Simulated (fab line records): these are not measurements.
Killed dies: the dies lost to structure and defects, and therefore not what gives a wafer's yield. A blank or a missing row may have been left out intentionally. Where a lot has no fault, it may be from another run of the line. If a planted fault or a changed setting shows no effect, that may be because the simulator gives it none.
Which tool did it?    flow n5Finfet    34 wafers from 13 lots sampled at 4 of the route's 1938 steps

## WHAT THE GAUGES SHOWED, per wafer
Not one reading of a measure or inspect step in the record can be checked against a usual standard deviation.

## WHICH TOOL RAN EACH LOT (tool, then ch and the chambers of the sampled wafers, then the start)
lot   N5_BEOL_M5_SPUTTER_90        N5_BEOL_M5_DEP_56                N5_BEOL_M6_ILD_DEP_00            N5_BEOL_M6_CURE_74
L262  pvdSputter-01, day 8 13:16   pecvd-01 ch 0,1,2, day 8 14:16   pecvd-03 ch 0,1,2, day 8 14:23   uvCure-03 ch 0, day 8 14:42
L263  pvdSputter-01, day 8 19:41   pecvd-01 ch 0,2, day 8 20:44     pecvd-02 ch 0,1, day 8 20:52     uvCure-02 ch 0, day 8 20:56
L264  pvdSputter-03, day 9 13:21   pecvd-03 ch 0,1, day 9 14:46     pecvd-02 ch 0,2, day 9 14:54     uvCure-01 ch 2, day 9 15:03
L266  pvdSputter-01, day 9 22:21   pecvd-02 ch 1,2, day 9 23:20     pecvd-02 ch 0,1,2, day 9 23:28   uvCure-02 ch 0, day 9 23:32
L267  pvdSputter-02, day 10 02:35  pecvd-01 ch 0,2, day 10 03:39    pecvd-02 ch 1,2, day 10 03:48    uvCure-02 ch 2, day 10 03:52
L278  pvdSputter-02, day 13 00:04  pecvd-03 ch 0,1, day 13 01:03    pecvd-04 ch 0,1,2, day 13 01:11  uvCure-01 ch 0, day 13 01:21
L277  pvdSputter-03, day 13 00:58  pecvd-01 ch 0,1, day 13 02:22    pecvd-04 ch 0,1, day 13 02:30    uvCure-02 ch 0, day 13 02:39
L280  pvdSputter-01, day 13 06:47  pecvd-02 ch 0,1,2, day 13 07:46  pecvd-04 ch 0,2, day 13 07:54    uvCure-02 ch 1, day 13 08:17
L279  pvdSputter-03, day 13 08:06  pecvd-03 ch 0,1, day 13 09:09    pecvd-02 ch 1,2, day 13 09:17    uvCure-02 ch 2, day 13 09:30
L281  pvdSputter-03, day 13 21:22  pecvd-02 ch 0,2, day 13 22:59    pecvd-04 ch 0,2, day 13 23:07    uvCure-03 ch 1, day 13 23:16
L282  pvdSputter-02, day 14 03:14  pecvd-01 ch 1,2, day 14 04:14    pecvd-03 ch 1,2, day 14 04:22    uvCure-03 ch 2, day 14 04:39
L283  pvdSputter-01, day 14 06:03  pecvd-02 ch 1,2, day 14 07:02    pecvd-03 ch 1,2, day 14 07:10    uvCure-01 ch 2, day 14 07:23
L284  pvdSputter-01, day 14 10:42  pecvd-02 ch 0,2, day 14 11:41    pecvd-03 ch 0,1,2, day 14 11:49  uvCure-02 ch 0, day 14 11:53
- N5_BEOL_M5_SPUTTER_90: material Cu, target thk 4.5 nm, time 8.29 s.
- N5_BEOL_M5_DEP_56: deposits SiCN from 3MS/NH3, target thk 8 nm, time 14 s.
- N5_BEOL_M6_ILD_DEP_00: deposits SiCOH lowk from DEMS/porogen, target thk 179.75 nm, time 33.4 s.
- N5_BEOL_M6_CURE_74: cures SiCOH lowk, time 240 s.

## AS READ BY THE TOOLS THEMSELVES (means over the sampled wafers that have a number; for cases with no such wafer, the mark the record gives instead)
N5_BEOL_M5_SPUTTER_90.
lot   tool           throttleValvePct (%)
L262  pvdSputter-01  31.5
L263  pvdSputter-01  31.1
L264  pvdSputter-03  29.5
L266  pvdSputter-01  30.7
L267  pvdSputter-02  29.6
L278  pvdSputter-02  29.7
L277  pvdSputter-03  30.8
L280  pvdSputter-01  31.3
L279  pvdSputter-03  30.4
L281  pvdSputter-03  29.6
L282  pvdSputter-02  29.9
L283  pvdSputter-01  29.9
L284  pvdSputter-01  30.2

N5_BEOL_M5_DEP_56.
lot   tool      showerheadPlenumPTorr (Torr)  throttleValvePct (%)
L262  pecvd-01  3.666                         8.7
L263  pecvd-01  3.668                         8.2
L264  pecvd-03  3.661                         9.4
L266  pecvd-02  3.674                         9.2
L267  pecvd-01  3.664                         8.5
L278  pecvd-03  3.669                         9.3
L277  pecvd-01  3.664                         9.1
L280  pecvd-02  3.660                         9.4
L279  pecvd-03  3.671                         9.4
L281  pecvd-02  3.675                         9.3
L282  pecvd-01  3.667                         9.0
L283  pecvd-02  3.675                         9.2
L284  pecvd-02  3.673                         9.3

N5_BEOL_M6_ILD_DEP_00.
lot   tool      heaterPowerW (W)  showerheadPlenumPTorr (Torr)  susceptorTempC (C)  throttleValvePct (%)
L262  pecvd-03  301               5.741                         299.99              13.8
L263  pecvd-02  254               5.731                         300.01              14.4
L264  pecvd-02  269               5.745                         299.93              14.0
L266  pecvd-02  273               5.739                         299.60              14.2
L267  pecvd-02  277               5.746                         299.37              14.1
L278  pecvd-04  261               5.731                         300.05              13.5
L277  pecvd-04  263               5.728                         299.90              14.0
L280  pecvd-04  269               5.729                         300.03              13.5
L279  pecvd-02  280               5.750                         300.30              14.3
L281  pecvd-04  282               5.738                         299.98              13.3
L282  pecvd-03  297               5.753                         299.96              13.6
L283  pecvd-03  286               5.756                         300.07              13.6
L284  pecvd-03  313               5.751                         299.91              14.0

N5_BEOL_M6_CURE_74.
lot   tool       lampPowerPct (%)  wafer_temp_C_max
L262  uvCure-03  52.30             387.0
L263  uvCure-02  52.30             386.1
L264  uvCure-01  52.30             386.5
L266  uvCure-02  52.30             385.7
L267  uvCure-02  52.29             386.6
L278  uvCure-01  52.33             387.9
L277  uvCure-02  52.35             386.0
L280  uvCure-02  52.34             386.6
L279  uvCure-02  52.38             386.6
L281  uvCure-03  52.36             386.0
L282  uvCure-03  52.33             387.6
L283  uvCure-01  52.34             386.8
L284  uvCure-02  52.32             385.8

## THE ANSWER, worked out from the rows above alone
Rule: the usual values come from the lots themselves. Put in order of their means at a reading, lots are off if they are a third of the lots or fewer, leave a main group of 4 or more, and stand apart from it by a gap of 3 or more times the standard deviation of the main group's means; of several such gaps the widest counts. A main group whose means are all the same, to the digits that the tables above print for the reading, isn't used. A lot without any number at a reading at which 4 lots or more have one is off too. Any other lot the step has rows for is counted as sound. Order of review: gauges by route order, followed by the tools' own readings, for which a lot's mean as printed above is used. At the first step where some lot is off, the reading lying furthest off is the one used; lots without a number count as furthest.
None of the lots is off at any reading shown; this tells nothing.

## WHAT THE SIMULATOR PUT IN
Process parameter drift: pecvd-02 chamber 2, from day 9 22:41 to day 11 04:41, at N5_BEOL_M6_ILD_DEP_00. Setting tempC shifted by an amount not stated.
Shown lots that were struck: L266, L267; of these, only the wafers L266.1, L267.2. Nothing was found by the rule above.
